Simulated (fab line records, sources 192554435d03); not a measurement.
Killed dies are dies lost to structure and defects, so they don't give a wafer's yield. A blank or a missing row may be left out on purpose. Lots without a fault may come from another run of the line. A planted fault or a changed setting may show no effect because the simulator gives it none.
Chamber matching | flow n5_finfet | N5_BEOL_M9_ETCH_62 on rie_diel-01: 4 sister chambers
The step etches SOC in N2/H2, target depth 110 nm, overetch 22 nm, time 165 s. 14 wafers are shown with their chamber, then 7 later ones without.

WAFERS WITH THEIR CHAMBER
wafer  | chamber | drypump_motor_current_A (A) | showerhead_plenum_p_Torr (Torr) | throttle_valve_pct (%)
L075.1 | 3       | 5.7                         | 2.51                            | 17.88
L075.4 | 0       | 5.3                         | 2.56                            | 17.82
L075.6 | 2       | 5.9                         | 2.47                            | 17.91
L076.1 | 0       | 5.3                         | 2.56                            | 17.82
L076.3 | 1       | 6.4                         | 2.41                            | 18.12
L076.5 | 0       | 5.3                         | 2.56                            | 17.85
L086.3 | 0       | 5.3                         | 2.55                            | 17.88
L086.5 | 2       | 5.9                         | 2.46                            | 17.94
L086.6 | 1       | 6.4                         | 2.40                            | 18.16
L092.1 | 0       | 5.3                         | 2.55                            | 17.87
L092.2 | 3       | 5.7                         | 2.50                            | 17.92
L092.4 | 2       | 5.9                         | 2.45                            | 17.94
L094.1 | 2       | 5.8                         | 2.45                            | 17.95
L094.3 | 0       | 5.3                         | 2.55                            | 17.86

SIGNATURES (means of the wafers above)
reading                  | chamber 0 | chamber 1 | chamber 2 | chamber 3 | scatter within a chamber
drypump_motor_current_A  | 5.300     | 6.400     | 5.875     | 5.700     | 0.0274
showerhead_plenum_p_Torr | 2.5550    | 2.4050    | 2.4575    | 2.5050    | 0.00725
throttle_valve_pct       | 17.8500   | 18.1400   | 17.9350   | 17.9000   | 0.0239
Rule: a wafer's distance from a chamber is the root of the sum, over the readings, of the square of ((its reading less the chamber's mean) divided by the reading's scatter). The wafer belongs to the nearest chamber; if the next one is less than 2 further off, it can't be placed. The scatter: the root of (the sum of the squares of (reading less its chamber's mean) over the shown wafers, divided by (wafers less chambers)).

WAFERS WITHOUT THEIR CHAMBER
wafer  | drypump_motor_current_A (A) | showerhead_plenum_p_Torr (Torr) | throttle_valve_pct (%)
L094.4 | 5.3                         | 2.55                            | 17.88
L091.1 | 5.3                         | 2.54                            | 17.89
L091.2 | 5.9                         | 2.45                            | 17.97
L091.4 | 5.8                         | 2.49                            | 17.94
L097.3 | 5.8                         | 2.45                            | 17.96
L097.5 | 5.7                         | 2.49                            | 17.95
L097.6 | 5.3                         | 2.54                            | 17.89

WHICH CHAMBER EACH WENT THROUGH
wafer  | from the rows above     | in truth
L094.4 | 0                       | 0
L091.1 | 0                       | 0
L091.2 | 2                       | 2
L091.4 | can't be placed: 3 or 2 | 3
L097.3 | 2                       | 2
L097.5 | 3                       | 3
L097.6 | 0                       | 0
Placed correctly: 6 of 7. Can't be placed from these rows: 1 (the true chamber is among the candidates in 1). Placed wrongly: 0.
